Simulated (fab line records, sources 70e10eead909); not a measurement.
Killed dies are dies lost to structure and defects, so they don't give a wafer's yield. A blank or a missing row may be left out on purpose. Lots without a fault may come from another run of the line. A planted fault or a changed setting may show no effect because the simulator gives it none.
A struck lot beside a sound one | flow nand_harc | 15 steps out of a route of 1159
Sound: wafers L535.1, L535.2, L535.6. Struck: wafer L544.1. (L544.2, L544.6 of the same lot were not struck and are left out.) The cause comes at the end.
At each step with rows: each side's tool, then ch and its chambers, then its first start. Under that, the readings that differ: sound wafers | struck wafers | difference of the means | sigmas: that difference in standard deviations of wafers without a fault.
alike: readings whose means differ by less than 2 such deviations, and words and numbers that are the same on both sides. not compared: withheld readings, readings that some wafer has no value for, bounds like >300 that may hide the same value, and numbers for which the record gives no deviation and whose values overlap.
The two part at a step that has a row with sigmas, a row that says differs or no value, or rows on one side only. Numbers that don't overlap but have no deviation are shown without sigmas and don't part them. A reading that every wafer of one side lacks parts them only if that side has two wafers or more.

first, 1 step without rows for these wafers: NHARC_A_ONON_D1_DEP_06 (target thk 1000 nm).
NHARC_A_ONON_D1_THK_MEAS_08: measures by ellipsometry.
  sound on film_metro-01, day 7 19:32; struck on film_metro-01, day 9 20:41
  alike: thk_nm
then, 1 step without rows for these wafers: NHARC_A_ONON_D1_DEP_09 (target thk 1000 nm).
NHARC_A_ONON_D1_THK_MEAS_11: measures by ellipsometry.
  sound on film_metro-01, day 7 20:06; struck on film_metro-02, day 9 21:15
  alike: thk_nm
then, 1 step without rows for these wafers: NHARC_A_ONON_D1_DEP_12 (target thk 1000 nm).
NHARC_A_ONON_D1_THK_MEAS_14: measures by ellipsometry.
  sound on film_metro-01, day 7 20:41; struck on film_metro-02, day 9 21:49
  alike: thk_nm
then, 2 steps without rows for these wafers: NHARC_A_ONON_D1_ANNEAL_15 (time 3600 s); NHARC_A_ONON_D1_DEP_16 (target thk 1000 nm).
NHARC_A_ONON_D1_THK_MEAS_18: measures by ellipsometry.
  sound on film_metro-01, day 8 04:43; struck on film_metro-01, day 10 07:22
  alike: thk_nm
then, 1 step without rows for these wafers: NHARC_A_ONON_D1_DEP_19 (target thk 1000 nm).
NHARC_A_ONON_D1_THK_MEAS_21: measures by ellipsometry.
  sound on film_metro-02, day 8 05:17; struck on film_metro-02, day 10 07:55
  alike: thk_nm
NHARC_A_ONON_D1_DEP_22: target thk 1000 nm.
  sound on pecvd_onon-02 ch 0, day 8 05:20; struck on pecvd_onon-02 ch 0, day 10 08:00
NHARC_A_ONON_D1_THK_MEAS_24: measures by ellipsometry.
  sound on film_metro-01, day 8 05:51; struck on film_metro-02, day 10 08:31
  reading     | sound       | struck | difference | sigmas
  thk_nm (nm) | 992 993 992 | 414    | -578       | -58
then, 1 step without rows for these wafers: NHARC_A_ONON_D1_DEP_25 (target thk 1000 nm).
-- the record jumps here: 11 days lie between the struck wafers' starts before and after (it left off in module A_ONON_D1 and takes up again in module END, whose first step shown is number 1159 of the route) --
NHARC_END_SORT_01:
  the record has rows for the struck wafers here (prober-01 ch 0, day 21 20:16) and none for the sound ones

WHERE THEY PART
First at NHARC_A_ONON_D1_THK_MEAS_24; last, within this record, at NHARC_END_SORT_01.

WHY: what the simulator had put in
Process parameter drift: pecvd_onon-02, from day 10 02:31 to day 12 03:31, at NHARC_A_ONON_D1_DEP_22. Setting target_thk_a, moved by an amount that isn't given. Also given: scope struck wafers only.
